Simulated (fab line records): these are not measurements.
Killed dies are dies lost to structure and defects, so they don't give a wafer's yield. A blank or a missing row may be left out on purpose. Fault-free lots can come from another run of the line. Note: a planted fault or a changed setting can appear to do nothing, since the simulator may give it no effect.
Split-lot experiment	flow n5-finfet	7 lots, 21 wafers read, on a route of 1938 steps

## THE SPLIT
At N5_MOL_CONTACT_COAG_COAT_76 (time 60 s, resist thk 10 nm), the setting spin-rpm was moved away from the recipe's 1500 rpm on 7 of the 21 wafers read, by -4.4% to +10.8%. The other wafers ran this setting at the recipe's value.

## FROM THE SPLIT TO THE READING: what the file shows between them, 9 steps
- N5_MOL_CONTACT_COAG_EXPOSE_81: exposes mask VG, defocus 0 nm (also split here: dose-mj)
- N5_MOL_CONTACT_COAG_PEB_82: peb time 60 s
- N5_MOL_CONTACT_COAG_DEVELOP_83: develop time 30 s
- N5_MOL_CONTACT_COAG_CD_MEAS_84: target cd 25.1 nm
- N5_MOL_CONTACT_COAG_DESCUM_88: chemistry O2, time 7 s
- N5_MOL_CONTACT_COAG_ETCH_89: etches underlayer in N2/H2, target depth 13 nm, time 10.4 s
- N5_MOL_CONTACT_COAG_ETCH_90: etches SiARC in CF4, target depth 13 nm, time 21.7 s
- N5_MOL_CONTACT_COAG_ALD_131: deposits SiO2, target thk 5 nm, pulse time 1 s, co reactant pulse time 1 s
- N5_MOL_CONTACT_COAG_ETCHBACK_132: etches SiO2 in CHF3, target depth 10 nm, time 6.7 s

## THE READING
SiARC_of_MOL_CONTACT_COAG_COAT_76.thk-nm (the simulator's own value, which no gauge read), in nm, at N5_MOL_CONTACT_COAG_ETCH_91 (etches SOC in N2/H2, target depth 60 nm, overetch 21 nm, time 101.2 s). There is no usual value for it anywhere in the file. The 14 wafers here that ran the recipe average 5.9 nm, standard deviation 0.12 nm.

wafer	tool, chamber at the split	spin-rpm as run, rpm	against the recipe	SiARC_of_MOL_CONTACT_COAG_COAT_76.thk-nm, nm	against lot-mates on the recipe
L075.4	litho-track-05, 0	1662	+10.8%	5.2	-0.6
L075.6	litho-track-05, 0	1662	+10.8%	5.2	-0.6
L075.5	litho-track-05, 0	1500	recipe	5.8	-
L079.2	litho-track-05, 0	1500	recipe	5.6	-
L079.3	litho-track-05, 0	1559	+3.9%	5.6	+0.0
L079.4	litho-track-05, 0	1559	+3.9%	5.4	-0.2
L082.1	litho-track-03, 0	1500	recipe	5.8	-
L082.4	litho-track-03, 0	1500	recipe	5.8	-
L082.3	litho-track-03, 0	1434	-4.4%	6	+0.2
L083.3	litho-track-01, 0	1500	recipe	5.8	-
L083.5	litho-track-01, 0	1596	+6.4%	5.4	-0.4
L083.6	litho-track-01, 0	1596	+6.4%	5.4	-0.4
L086.1	litho-track-03, 0	1500	recipe	6	-
L086.3	litho-track-03, 0	1500	recipe	5.8	-
L086.5	litho-track-03, 0	1500	recipe	5.8	-
L092.1	litho-track-03, 0	1500	recipe	6	-
L092.4	litho-track-03, 0	1500	recipe	6	-
L092.3	litho-track-03, 0	1500	recipe	5.8	-
L094.1	litho-track-03, 0	1500	recipe	6	-
L094.4	litho-track-03, 0	1500	recipe	6	-
L094.6	litho-track-03, 0	1500	recipe	5.8	-

THE FIT
A straight line over all 21 wafers: SiARC_of_MOL_CONTACT_COAG_COAT_76.thk-nm changes by -0.062 nm for each +1% of spin-rpm; r = -0.90; the points scatter about the line by 0.12 nm.
The same after taking each lot's own level away (the mean of its wafers on the recipe; 21 wafers): -0.0543 nm for each +1%; r = -0.93; scatter 0.084 nm.
According to that fit, moving spin-rpm by its largest amount changes the reading by 0.59 nm.
Across the lots, their own levels run from 5.60 to 5.93 nm, a range of 2.8 times the standard deviation given above.
So the slope is not independent of the lot-to-lot level: the two fits are not the same.
Check: for one of the wafers moved furthest among these (+10.8%), held out of the fit, the line's prediction against its lot-mates is -0.576 nm. It came out at -0.6 nm against them.

## FURTHER SPLITS ON THESE WAFERS
Note: prior to the reading, these wafers also went through further splits. Each is held against what the fit with the lots' levels taken away leaves over:
other split on the same wafers	wafers away from the commonest value	r with SiARC_of_MOL_CONTACT_COAG_COAT_76.thk-nm (lot level and that fit taken away)
N5_GATE_CUT_DESCUM_18 time-s	6	+0.42
N5_MOL_CONTACT_COAG_EXPOSE_81 dose-mj	10	-0.19

## THE WHOLE CHAIN: every reading that the file lists as answering this split, in the file's order
step	what it does	reading	change (the file's fit)	r (the file's)
N5_MOL_CONTACT_COAG_COAT_76	time 60 s, resist thk 10 nm	SiARC_of_MOL_CONTACT_COAG_COAT_76.thk-nm (the simulator's own value, which no gauge read)	-0.0556 nm for each +1% of the setting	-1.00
N5_MOL_CONTACT_COAG_ETCH_90	etches SiARC in CF4, target depth 13 nm, time 21.7 s	etch.depth-nm (the simulator's own value, which no gauge read)	-0.0482 nm for each +1% of the setting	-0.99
N5_MOL_CONTACT_COAG_ETCH_91	etches SOC in N2/H2, target depth 60 nm, overetch 21 nm, time 101.2 s	SiARC_of_MOL_CONTACT_COAG_COAT_76.thk-nm (the simulator's own value, which no gauge read)	-0.0536 nm for each +1% of the setting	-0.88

## FILE'S OWN FIT
SiARC_of_MOL_CONTACT_COAG_COAT_76.thk-nm changes by -0.0536 nm for each +1% of spin-rpm, r = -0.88.
